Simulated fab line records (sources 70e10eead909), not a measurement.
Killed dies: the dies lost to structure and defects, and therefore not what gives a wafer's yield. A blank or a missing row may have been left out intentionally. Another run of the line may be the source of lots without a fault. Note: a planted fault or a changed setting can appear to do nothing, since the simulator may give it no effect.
A lot that was struck, set against a sound lot	flow nandHarc	15 steps out of a route of 1159
Sound: wafers L301.3, L301.5, L301.6. Struck: wafers L312.1, L312.3, L312.5. At the end, the cause is stated.
Each step with rows lists, per side, the tool, then ch with its chambers, then its first start. Under that, the readings that differ: sound wafers	struck wafers	difference of the means	sigmas: that difference in standard deviations of wafers without a fault.
alike: readings with means less than 2 such deviations apart, plus words and numbers identical on both sides. not compared: withheld readings, readings lacking a value on some wafer, bounds such as >300 that could conceal the same value, and numbers that have no deviation in the record and whose values overlap.
Wherever a step has rows on one side only, a row that says differs or no value, or a row with sigmas, the two part there. Numbers that don't overlap but have no deviation are shown without sigmas and don't part them. Lack of a reading on every wafer of one side parts them only where that side has two or more wafers.

NHARC_P_GATE_ETCHBACK_37: etches the open film in CHF3/O2, target depth 34.5 nm, time 17.2 s.
  sound on rieDiel-11 ch 0,1,3; struck on rieDiel-06 ch 0,3
reading	sound	struck	difference	sigmas
oesProductAu (a.u.)	0.99 1.01 1.00	0.92 0.92 0.91	-0.08	-3
  alike: biasW, drypumpMotorCurrentA, rfVppV, showerheadPlenumPTorr, throttleValvePct
  not compared: rfHoursCounterH
NHARC_P_GATE_STRIP_101: strips in O2, time 20 s.
  sound on rieDiel-11 ch 1,2,3, day 5 18:29; struck on rieDiel-06 ch 0,3, day 8 13:17
  alike: drypumpMotorCurrentA, oesProductAu, rfVppV, showerheadPlenumPTorr, throttleValvePct
  not compared: rfHoursCounterH
then, 10 steps without rows for these wafers: NHARC_P_GATE_PRECLEAN_97 (cleans in SPM, time 600 s); NHARC_P_GATE_SRD_98; NHARC_P_GATE_PRECLEAN_99 (cleans in SC1); NHARC_P_GATE_SRD_100; NHARC_P_GATE_DEHYDRATE_38 (time 120 s); NHARC_P_GATE_HMDS_39 (time 30 s); NHARC_P_GATE_COAT_40; NHARC_P_GATE_SOFTBAKE_41 (time 95 s); NHARC_P_GATE_EBR_42; NHARC_P_GATE_EXPOSE_43 (exposes mask P NSD, target cd 720 nm).
NHARC_P_GATE_PEB_44: peb time 85 s.
  sound on lithoTrack-02 ch 0, day 5 19:19; struck on lithoTrack-05 ch 0, day 8 14:07
reading	sound	struck	difference	sigmas
heaterPowerTotalW (W)	163.59 163.85 163.65	162.67 162.92 162.56	-0.98	-3
plateTempC (C)	118.04 118.06 118.07	117.32 117.22 117.07	-0.85	-6
  alike: exhaustPa
then, 1 step without rows for these wafers: NHARC_P_GATE_DEVELOP_45 (time 70 s).
-- jump in the record: it breaks off in module P_GATE and resumes in module END (first step shown: number 1159 of the route), and 13 days separate the struck wafers' starts before and after --
NHARC_END_SORT_01:
  at this point the record logs the struck wafers (prober-01 ch 0, day 22 01:53) and has no rows for the sound ones

WHERE THEY PART
At NHARC_P_GATE_ETCHBACK_37 first; at NHARC_END_SORT_01 last (within this record only).

WHY: whatever the simulator had introduced
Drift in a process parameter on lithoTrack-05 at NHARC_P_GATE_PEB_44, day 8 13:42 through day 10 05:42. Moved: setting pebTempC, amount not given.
